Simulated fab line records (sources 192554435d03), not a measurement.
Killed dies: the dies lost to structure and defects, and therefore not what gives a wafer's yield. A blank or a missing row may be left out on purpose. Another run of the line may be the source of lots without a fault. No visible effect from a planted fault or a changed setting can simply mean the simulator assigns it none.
Chamber matching / flow n5_finfet / 4 sister chambers for N5_MOL_CONTACT_COAG_CMP_28 on cmp-01
The step polishes, stops on SiNx, t overpolish 0.85 s, target thk 14.522 nm. 8 wafers are shown with their chamber, then 8 later ones without.

## WAFERS WITH THEIR CHAMBER
wafer=L082.5; chamber=1; motor_current_A (A)=13.6; time_to_endpoint_s (s)=4.3
wafer=L083.1; chamber=3; motor_current_A (A)=13.3; time_to_endpoint_s (s)=8.6
wafer=L083.3; chamber=2; motor_current_A (A)=11.9; time_to_endpoint_s (s)=2.1
wafer=L083.4; chamber=0; motor_current_A (A)=12.2; time_to_endpoint_s (s)=5.2
wafer=L084.1; chamber=3; motor_current_A (A)=12.3; time_to_endpoint_s (s)=9.2
wafer=L084.3; chamber=2; motor_current_A (A)=11.9; time_to_endpoint_s (s)=4.5
wafer=L084.6; chamber=1; motor_current_A (A)=14.0; time_to_endpoint_s (s)=6.1
wafer=L085.1; chamber=0; motor_current_A (A)=12.1; time_to_endpoint_s (s)=8.1

## WAFERS WITHOUT THEIR CHAMBER
wafer=L085.3; motor_current_A (A)=11.6; time_to_endpoint_s (s)=4.5
wafer=L085.6; motor_current_A (A)=12.1; time_to_endpoint_s (s)=8.4
wafer=L087.1; motor_current_A (A)=12.1; time_to_endpoint_s (s)=1.6
wafer=L087.4; motor_current_A (A)=12.9; time_to_endpoint_s (s)=6.6
wafer=L087.5; motor_current_A (A)=12.7; time_to_endpoint_s (s)=7.5
wafer=L088.1; motor_current_A (A)=12.5; time_to_endpoint_s (s)=4.3
wafer=L088.3; motor_current_A (A)=12.3; time_to_endpoint_s (s)=6.4
wafer=L088.6; motor_current_A (A)=12.1; time_to_endpoint_s (s)=6.4

## EACH ONE'S CHAMBER
wafer=L085.3; from the rows above=can't be placed: 2 or 0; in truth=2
wafer=L085.6; from the rows above=can't be placed: 0 or 3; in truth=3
wafer=L087.1; from the rows above=2; in truth=2
wafer=L087.4; from the rows above=can't be placed: 3 or 0 or 1 or 2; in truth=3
wafer=L087.5; from the rows above=can't be placed: 3 or 0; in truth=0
wafer=L088.1; from the rows above=can't be placed: 2 or 0 or 3 or 1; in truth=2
wafer=L088.3; from the rows above=can't be placed: 0 or 3 or 2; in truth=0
wafer=L088.6; from the rows above=can't be placed: 0 or 2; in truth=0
Correctly placed: 1 of 8. Cannot be placed on the basis of these rows: 7; the candidates contain the true chamber in 7. Number placed wrongly: 0.
How it was worked out, from the rows above alone: a wafer's distance from a chamber is the root of the sum, over the readings, of the square of ((its reading less the chamber's mean) divided by the reading's scatter). If the next closest chamber is less than 2 further off than the closest, the wafer can't be placed; otherwise it belongs to the closest. A chamber's mean is the mean of its shown wafers. How the scatter is found: for the shown wafers, subtract from each reading the mean of its chamber, square and add these, divide the total by (wafers less chambers), then take the root.
